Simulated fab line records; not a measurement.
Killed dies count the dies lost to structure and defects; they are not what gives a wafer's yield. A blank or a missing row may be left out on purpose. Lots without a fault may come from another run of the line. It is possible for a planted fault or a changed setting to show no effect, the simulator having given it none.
Which tool is to blame?	flow n5_finfet	72 wafers from 24 lots sampled at 6 of the route's 1938 steps

== WHAT THE GAUGES SHOWED, per wafer ==
N5_STI_FIN_REVEAL_CD_MEAS_22: target cd 6.238 nm, pitch 28 nm.
lot	measured	on	cd_nm (nm)
L074	day 2 12:44	cd_sem-02	6.1 5.8 6.7
L075	day 2 19:13	cd_sem-03	6.0 6.0 5.8
L076	day 3 02:59	cd_sem-01	5.7 6.4 6.5
L077	day 3 07:07	cd_sem-03	5.9 6.0 6.6
L078	day 3 13:50	cd_sem-02	6.2 6.5 5.9
L079	day 3 20:57	cd_sem-01	5.9 6.3 6.8
L080	day 4 02:00	cd_sem-02	6.1 6.3 6.5
L081	day 4 07:06	cd_sem-02	6.3 5.9 6.0
L082	day 4 15:23	cd_sem-03	6.3 6.5 6.3
L083	day 4 19:17	cd_sem-03	6.9 6.0 6.2
L084	day 5 01:56	cd_sem-01	6.7 6.0 6.6
L085	day 5 07:43	cd_sem-01	6.6 6.5 7.0
L086	day 5 13:25	cd_sem-02	6.2 6.6 6.3
L087	day 5 19:50	cd_sem-02	6.4 6.1 6.2
L088	day 6 01:27	cd_sem-01	5.9 6.0 6.5
L089	day 6 07:19	cd_sem-03	6.6 6.4 6.5
L090	day 6 15:05	cd_sem-03	5.4 6.1 6.2
L091	day 6 20:41	cd_sem-01	6.0 6.0 5.9
L092	day 7 01:35	cd_sem-02	6.4 6.0 6.6
L093	day 7 08:04	cd_sem-03	6.4 6.2 6.5
L094	day 7 15:45	cd_sem-02	6.4 5.9 6.7
L095	day 7 21:11	cd_sem-01	6.2 6.3 6.2
L096	day 8 01:59	cd_sem-01	6.1 6.2 6.3
L097	day 8 09:13	cd_sem-03	5.9 6.4 6.0

N5_SD_EPI_N_CD_MEAS_09: the cd target is 120 nm.
lot	measured	on	cd_nm (nm)
L074	day 3 01:29	cd_sem-01	118.5 119.8 118.9
L075	day 3 08:32	cd_sem-02	119.9 120.9 119.9
L076	day 3 14:19	cd_sem-02	121.1 121.4 121.3
L077	day 3 18:31	cd_sem-01	118.2 120.3 119.7
L078	day 4 01:34	cd_sem-02	119.5 119.6 119.6
L079	day 4 10:19	cd_sem-03	120.5 120.6 120.2
L080	day 4 12:44	cd_sem-03	120.2 120.3 120.6
L081	day 4 18:55	cd_sem-03	119.7 121.4 120.2
L082	day 5 02:22	cd_sem-03	121.3 120.8 120.4
L083	day 5 06:38	cd_sem-02	119.7 119.5 119.7
L084	day 5 14:55	cd_sem-02	120.7 119.1 120.6
L085	day 5 18:43	cd_sem-02	120.1 119.4 118.6
L086	day 6 02:49	cd_sem-01	118.0 119.5 121.1
L087	day 6 06:55	cd_sem-01	120.1 121.2 120.6
L088	day 6 12:47	cd_sem-03	119.4 121.2 120.3
L089	day 6 18:39	cd_sem-02	120.1 120.8 120.2
L090	day 7 02:41	cd_sem-02	119.3 119.2 118.9
L091	day 7 08:14	cd_sem-02	120.6 120.4 120.9
L092	day 7 13:02	cd_sem-01	120.4 121.1 120.6
L093	day 7 21:47	cd_sem-03	120.7 117.8 119.3
L094	day 8 02:36	cd_sem-02	119.5 119.9 120.6
L095	day 8 10:35	cd_sem-01	120.8 121.5 120.2
L096	day 8 14:25	cd_sem-03	120.9 120.1 120.5
L097	day 8 20:46	cd_sem-01	119.9 119.8 117.4

N5_SD_EPI_P_CD_MEAS_09: the cd target is 240 nm.
lot	measured	on	cd_nm (nm)
L074	day 3 06:08	cd_sem-01	239.9 241.0 240.5
L075	day 3 13:07	cd_sem-01	239.6 239.7 239.8
L076	day 3 18:43	cd_sem-01	239.9 240.4 240.5
L077	day 3 22:59	cd_sem-02	241.7 239.7 239.7
L078	day 4 06:07	cd_sem-01	237.9 239.8 241.0
L079	day 4 14:44	cd_sem-02	241.0 240.0 239.7
L080	day 4 18:07	cd_sem-02	242.6 241.9 241.4
L081	day 5 00:32	cd_sem-02	240.6 240.4 241.0
L082	day 5 07:03	cd_sem-02	241.0 240.0 240.1
L083	day 5 11:41	cd_sem-01	241.0 240.6 242.5
L084	day 5 23:02	cd_sem-02	239.1 240.1 240.8
L085	day 5 23:42	cd_sem-02	239.8 240.9 240.3
L086	day 6 09:07	cd_sem-02	240.9 240.2 240.5
L087	day 6 15:13	cd_sem-02	240.2 240.7 240.0
L088	day 6 17:50	cd_sem-02	240.4 238.5 239.9
L089	day 6 23:11	cd_sem-03	240.2 239.7 239.6
L090	day 7 07:04	cd_sem-03	239.2 239.3 239.1
L091	day 7 12:40	cd_sem-02	239.4 240.2 239.7
L092	day 7 18:10	cd_sem-02	240.3 240.4 242.1
L093	day 8 02:58	cd_sem-02	239.6 240.3 240.2
L094	day 8 07:02	cd_sem-02	239.1 238.4 238.8
L095	day 8 15:25	cd_sem-02	241.0 241.3 239.4
L096	day 8 18:55	cd_sem-02	239.8 239.0 240.1
L097	day 9 04:03	cd_sem-01	239.7 241.0 241.6

== WHAT TOOL EACH LOT RAN ON (gives the tool, then ch and the chambers of the sampled wafers, and finally the start) ==
lot	N5_DUMMY_GATE_CMP_04	N5_DUMMY_GATE_TRIM_49	N5_DUMMY_GATE_ETCH_42
L074	cmp-04 ch 0,1,3, day 2 16:52	rie_si-04 ch 0,1, day 2 23:40	rie_diel-02 ch 2,3, day 3 00:21
L075	cmp-02 ch 1,2, day 3 01:10	rie_si-02 ch 0,1, day 3 06:16	rie_diel-04 ch 0,3, day 3 07:17
L076	cmp-01 ch 1,2,3, day 3 07:05	rie_si-02 ch 1,2, day 3 12:07	rie_diel-04 ch 0,2, day 3 13:10
L077	cmp-04 ch 1,3, day 3 11:11	rie_si-01 ch 0,3, day 3 16:12	rie_diel-02 ch 0,1,3, day 3 17:11
L078	cmp-01 ch 0,1,2, day 3 17:54	rie_si-01 ch 1,2,3, day 3 22:48	rie_diel-06 ch 1,2,3, day 3 23:29
L079	cmp-01 ch 0,2, day 4 01:05	rie_si-04 ch 0,3, day 4 08:03	rie_diel-04 ch 0,1,3, day 4 09:01
L080	cmp-04 ch 0,1,3, day 4 06:08	rie_si-02 ch 1,2,3, day 4 10:56	rie_diel-06 ch 1,2,3, day 4 11:38
L081	cmp-04 ch 1,2,3, day 4 11:14	rie_si-04 ch 1,3, day 4 16:16	rie_diel-06 ch 0,3, day 4 16:57
L082	cmp-02 ch 0,3, day 4 19:26	rie_si-01 ch 0,3, day 5 00:21	rie_diel-02 ch 0,1,2, day 5 01:02
L083	cmp-04 ch 0,2,3, day 4 23:29	rie_si-02 ch 0,1,2, day 5 04:38	rie_diel-02 ch 0,1,2, day 5 05:22
L084	cmp-01 ch 0,1,2, day 5 08:03	rie_si-04 ch 1,3, day 5 13:00	rie_diel-02 ch 0,2, day 5 13:48
L085	cmp-01 ch 0,1, day 5 11:47	rie_si-01 ch 0,1,2, day 5 16:47	rie_diel-02 ch 0,3, day 5 17:28
L086	cmp-02 ch 0,1,3, day 5 17:29	rie_si-04 ch 0,2,3, day 6 00:43	rie_diel-02 ch 0,1,3, day 6 01:26
L087	cmp-04 ch 0,2, day 5 23:56	rie_si-04 ch 0,1,3, day 6 04:59	rie_diel-06 ch 1,2, day 6 05:40
L088	cmp-01 ch 0,2, day 6 05:32	rie_si-01 ch 1,2,3, day 6 10:53	rie_diel-06 ch 0,3, day 6 11:35
L089	cmp-01 ch 0,1,2, day 6 11:25	rie_si-04 ch 2,3, day 6 16:24	rie_diel-06 ch 0,2, day 6 17:19
L090	cmp-04 ch 1,2,3, day 6 19:22	rie_si-01 ch 0,1,2, day 7 00:28	rie_diel-04 ch 0,3, day 7 01:10
L091	cmp-04 ch 0,1,2, day 7 00:52	rie_si-04 ch 0,2, day 7 05:47	rie_diel-06 ch 0,1, day 7 06:35
L092	cmp-04 ch 1,2,3, day 7 06:13	rie_si-04 ch 0,1,2, day 7 11:07	rie_diel-02 ch 0,1, day 7 11:48
L093	cmp-04 ch 0,1,3, day 7 12:17	rie_si-01 ch 0,1,2, day 7 18:59	rie_diel-06 ch 0,1,3, day 7 19:41
L094	cmp-02 ch 0,3, day 7 19:49	rie_si-01 ch 1,2, day 8 00:43	rie_diel-04 ch 0,1,3, day 8 01:29
L095	cmp-04 ch 1,2, day 8 03:45	rie_si-02 ch 0,1,3, day 8 08:39	rie_diel-04 ch 1,2, day 8 09:20
L096	cmp-01 ch 0,1,2, day 8 06:03	rie_si-01 ch 0,1,2, day 8 11:04	rie_diel-06 ch 0,1,2, day 8 11:46
L097	cmp-02 ch 2,3, day 8 13:16	rie_si-04 ch 1,2, day 8 18:11	rie_diel-04 ch 0,2,3, day 8 18:52
- N5_DUMMY_GATE_CMP_04: polishes a-Si.
- N5_DUMMY_GATE_TRIM_49: chemistry O2, time 29 s, target cd 14 nm.
- N5_DUMMY_GATE_ETCH_42: etches SiO2 in CHF3/O2, target depth 3.5 nm, time 31 s.

== WHAT THE TOOLS THEMSELVES READ (means of the sampled wafers that have a number; where no wafer has one, the mark that the record gives instead) ==
N5_DUMMY_GATE_CMP_04.
lot	tool	motor_current_A (A)	time_to_endpoint_s (s)
L074	cmp-04	10.4	12.4
L075	cmp-02	11.0	10.0
L076	cmp-01	9.3	11.1
L077	cmp-04	10.5	14.8
L078	cmp-01	9.1	14.7
L079	cmp-01	9.5	12.1
L080	cmp-04	10.5	15.8
L081	cmp-04	10.4	18.3
L082	cmp-02	9.1	12.6
L083	cmp-04	9.7	14.7
L084	cmp-01	9.6	10.7
L085	cmp-01	9.8	15.2
L086	cmp-02	10.1	11.1
L087	cmp-04	10.1	15.1
L088	cmp-01	9.3	12.7
L089	cmp-01	9.5	12.8
L090	cmp-04	10.5	15.1
L091	cmp-04	10.6	16.3
L092	cmp-04	10.7	17.8
L093	cmp-04	10.2	14.6
L094	cmp-02	9.4	14.1
L095	cmp-04	10.9	16.8
L096	cmp-01	9.2	11.1
L097	cmp-02	10.7	13.4

N5_DUMMY_GATE_TRIM_49.
lot	tool	drypump_motor_current_A (A)	oes_product_au (a.u.)	rf_fwd_power_W (W)	throttle_valve_pct (%)
L074	rie_si-04	5.9	0.984	298.7	8.26
L075	rie_si-02	6.0	0.981	298.8	8.18
L076	rie_si-02	6.0	0.973	298.9	8.22
L077	rie_si-01	5.9	0.977	297.2	7.98
L078	rie_si-01	5.2	1.007	299.1	8.14
L079	rie_si-04	5.7	0.992	298.5	8.22
L080	rie_si-02	6.2	0.986	298.3	8.17
L081	rie_si-04	5.8	0.982	296.4	8.32
L082	rie_si-01	5.4	0.988	297.5	8.04
L083	rie_si-02	6.0	0.976	297.5	8.21
L084	rie_si-04	5.7	0.996	297.7	8.30
L085	rie_si-01	5.7	0.998	299.2	8.06
L086	rie_si-04	5.5	1.005	298.4	8.20
L087	rie_si-04	5.8	1.001	298.0	8.24
L088	rie_si-01	5.2	1.006	298.3	8.14
L089	rie_si-04	5.3	0.997	299.2	8.23
L090	rie_si-01	5.7	0.989	298.9	8.09
L091	rie_si-04	5.4	1.003	298.1	8.18
L092	rie_si-04	5.6	0.998	297.6	8.22
L093	rie_si-01	5.7	0.993	298.7	8.07
L094	rie_si-01	5.4	1.009	298.4	8.14
L095	rie_si-02	6.2	1.001	298.2	8.16
L096	rie_si-01	5.7	0.997	299.2	8.06
L097	rie_si-04	5.4	1.006	298.5	8.26

N5_DUMMY_GATE_ETCH_42.
lot	tool	CHF3_flow_sccm (sccm)	drypump_motor_current_A (A)	oes_o_777_au (a.u.)	oes_product_au (a.u.)	rf_fwd_power_W (W)	rf_vpp_V (V)	showerhead_plenum_p_Torr (Torr)	throttle_valve_pct (%)
L074	rie_diel-02	49.93	5.8	0.81	0.79	596.1	43.4	2.44	18.83
L075	rie_diel-04	50.10	5.5	0.82	0.81	594.7	42.9	2.47	18.81
L076	rie_diel-04	50.03	5.7	0.83	0.80	595.9	41.6	2.33	18.65
L077	rie_diel-02	50.08	5.5	0.82	0.80	596.3	43.0	2.45	18.93
L078	rie_diel-06	50.11	5.6	0.87	0.86	592.6	42.6	2.45	18.68
L079	rie_diel-04	49.99	5.4	0.79	0.78	596.0	43.2	2.42	18.85
L080	rie_diel-06	49.93	5.6	0.86	0.87	594.1	43.3	2.44	18.67
L081	rie_diel-06	50.05	5.3	0.84	0.86	593.2	43.4	2.56	18.62
L082	rie_diel-02	49.89	5.5	0.72	0.71	594.1	42.9	2.40	18.97
L083	rie_diel-02	50.05	5.5	0.72	0.70	594.7	42.8	2.40	18.98
L084	rie_diel-02	49.88	5.5	0.71	0.69	594.4	42.8	2.40	19.00
L085	rie_diel-02	50.02	5.4	0.88	0.86	595.2	42.5	2.49	18.93
L086	rie_diel-02	49.95	5.5	0.80	0.77	595.6	42.9	2.45	18.96
L087	rie_diel-06	49.92	5.9	0.83	0.82	595.3	43.3	2.38	18.71
L088	rie_diel-06	50.08	5.3	0.81	0.84	592.5	43.8	2.55	18.65
L089	rie_diel-06	50.03	5.9	0.78	0.78	595.8	42.4	2.43	18.70
L090	rie_diel-04	49.97	5.6	0.84	0.83	595.5	42.2	2.42	18.76
L091	rie_diel-06	50.12	5.5	0.83	0.83	598.2	43.0	2.41	18.94
L092	rie_diel-02	49.80	5.2	0.71	0.69	597.1	43.3	2.40	19.12
L093	rie_diel-06	49.75	5.4	0.81	0.82	593.5	43.1	2.48	18.81
L094	rie_diel-04	49.91	5.3	0.75	0.75	593.2	43.1	2.41	18.90
L095	rie_diel-04	50.15	5.5	0.73	0.70	594.7	42.6	2.32	18.81
L096	rie_diel-06	50.22	5.7	0.79	0.80	596.2	43.1	2.42	18.83
L097	rie_diel-04	49.76	5.6	0.78	0.77	596.5	42.4	2.39	18.79

== THE ANSWER, worked out from the rows above alone ==
Rule: what is usual is taken from the lots themselves. Put in order of their means at a reading, lots are off if they are a third of the lots or fewer, leave a main group of 4 or more, and stand apart from it by a gap of 3 or more times the standard deviation of the main group's means; of several such gaps the widest counts. Not used: any main group whose means are identical at the precision the tables above print for the reading. A lot without any number at a reading at which 4 lots or more have one is off too. The other lots that the step has rows for count as sound. First the gauges in route order, then the tools' own readings, where a lot's mean is used as printed above. The first step at which some lot is off is used, and at that step the reading that is off furthest; a lot without a number counts as furthest.
No lot is off on any of the readings shown, so nothing can be concluded from this.

== WHAT HAD BEEN PUT IN BY THE SIMULATOR ==
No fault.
